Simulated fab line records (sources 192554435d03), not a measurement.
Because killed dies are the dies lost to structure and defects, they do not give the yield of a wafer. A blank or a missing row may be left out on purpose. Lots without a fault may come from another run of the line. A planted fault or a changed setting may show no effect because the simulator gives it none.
One fault through the eyes of 3 desks || flow n5 finfet || numbers are kept per desk, each desk with only its own; the story behind them comes last

== THE DEFECT DESK ==
For each lot, the counts of the inspections along the route, averaged over the sampled wafers that have a number. The brackets show how far a lot's mean lies from the usual mean; more than 4 standard deviations puts the lot out of limits, marked OUT.
Columns: A = raw defect count at N5_BEOL_M5_INSPECT_58, usual 69; B = raw defect count at N5_BEOL_M6_INSPECT_13, usual 421
{"lot": "L110", "first seen here": "day 9 11:40", "A": 83, "B": 441}
{"lot": "L112", "first seen here": "day 9 20:53", "A": 40, "B": 281}
{"lot": "L113", "first seen here": "day 10 21:03", "A": 91, "B": 351}
{"lot": "L115", "first seen here": "day 11 14:54", "A": 54, "B": 299}
{"lot": "L117", "first seen here": "day 11 19:37", "A": 85, "B": 384}
{"lot": "L120", "first seen here": "day 13 13:29", "A": 46, "B": 328}
{"lot": "L125", "first seen here": "day 14 07:32", "A": "767 (+30) OUT", "B": "1225 (+8.0) OUT"}
{"lot": "L126", "first seen here": "day 14 09:31", "A": "765 (+30) OUT", "B": "1164 (+7.4) OUT"}
{"lot": "L131", "first seen here": "day 15 06:35", "A": 41, "B": 408}
{"lot": "L129", "first seen here": "day 15 09:57", "A": 70, "B": 428}
This desk's finding: out of limits on L125, L126; first on L125, day 14 07:32 (raw defect count at N5_BEOL_M5_INSPECT_58). Within limits: L110, L112, L113, L115, L117, L120, L131, L129.

== THE TOOL OWNER'S DESK: cvd co-01 ==
The tool's own readings at N5_BEOL_M5_PRE_CLEAN_77 (time 15 s): means of the sampled wafers that have a number, for each lot that ran on this tool. The brackets show how far a lot's mean lies from the usual mean; more than 4 standard deviations puts the lot out of limits, marked OUT.
Columns: A = heater power w at N5_BEOL_M5_PRE_CLEAN_77, usual 91 W
{"lot": "L110", "first seen here": "day 9 11:22", "A": 101}
{"lot": "L113", "first seen here": "day 10 20:48", "A": 91}
{"lot": "L115", "first seen here": "day 11 14:39", "A": 90}
{"lot": "L117", "first seen here": "day 11 19:23", "A": 90}
{"lot": "L120", "first seen here": "day 13 12:59", "A": 92}
{"lot": "L125", "first seen here": "day 14 07:17", "A": 92}
{"lot": "L126", "first seen here": "day 14 09:17", "A": 89}
This desk found nothing out of limits on any of the 7 lots.

== THE METROLOGY DESK ==
What the gauges read, lot by lot, whatever tool the lot ran on: means of the sampled wafers that have a number. The brackets show how far a lot's mean lies from the usual mean; more than 4 standard deviations puts the lot out of limits, marked OUT.
Columns: A = M5_RS at N5_BEOL_M5_RS_MEAS_57, usual 0.388 ohm/sq
{"lot": "L110", "first seen here": "day 9 11:38", "A": 0.376}
{"lot": "L112", "first seen here": "day 9 20:51", "A": 0.385}
{"lot": "L113", "first seen here": "day 10 21:02", "A": 0.408}
{"lot": "L115", "first seen here": "day 11 14:53", "A": 0.383}
{"lot": "L117", "first seen here": "day 11 19:36", "A": 0.399}
{"lot": "L120", "first seen here": "day 13 13:12", "A": 0.397}
{"lot": "L125", "first seen here": "day 14 07:31", "A": 0.374}
{"lot": "L126", "first seen here": "day 14 09:29", "A": 0.403}
{"lot": "L131", "first seen here": "day 15 06:34", "A": 0.381}
{"lot": "L129", "first seen here": "day 15 09:55", "A": 0.379}
This desk found nothing out of limits on any of the 10 lots.

== PUT TOGETHER ==
The defect desk could have raised an alarm at day 14 07:32, on L125, L126.
The tool owner's desk saw nothing out of limits.
At the metrology desk, nothing out of limits was observed.
The tool owner's desk has L125, L126 on record, within its limits.
The metrology desk holds a record of L125, L126, inside its limits.
Of the lots named, all ran N5_BEOL_M5_PRE_CLEAN_77 on cvd co-01.

== WHAT THE SIMULATOR PUT IN ==
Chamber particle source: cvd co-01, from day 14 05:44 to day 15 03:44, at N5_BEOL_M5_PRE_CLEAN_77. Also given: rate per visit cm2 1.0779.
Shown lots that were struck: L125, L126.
Hours from the fault's start to each desk's first reading out of limits: the defect desk, 2.
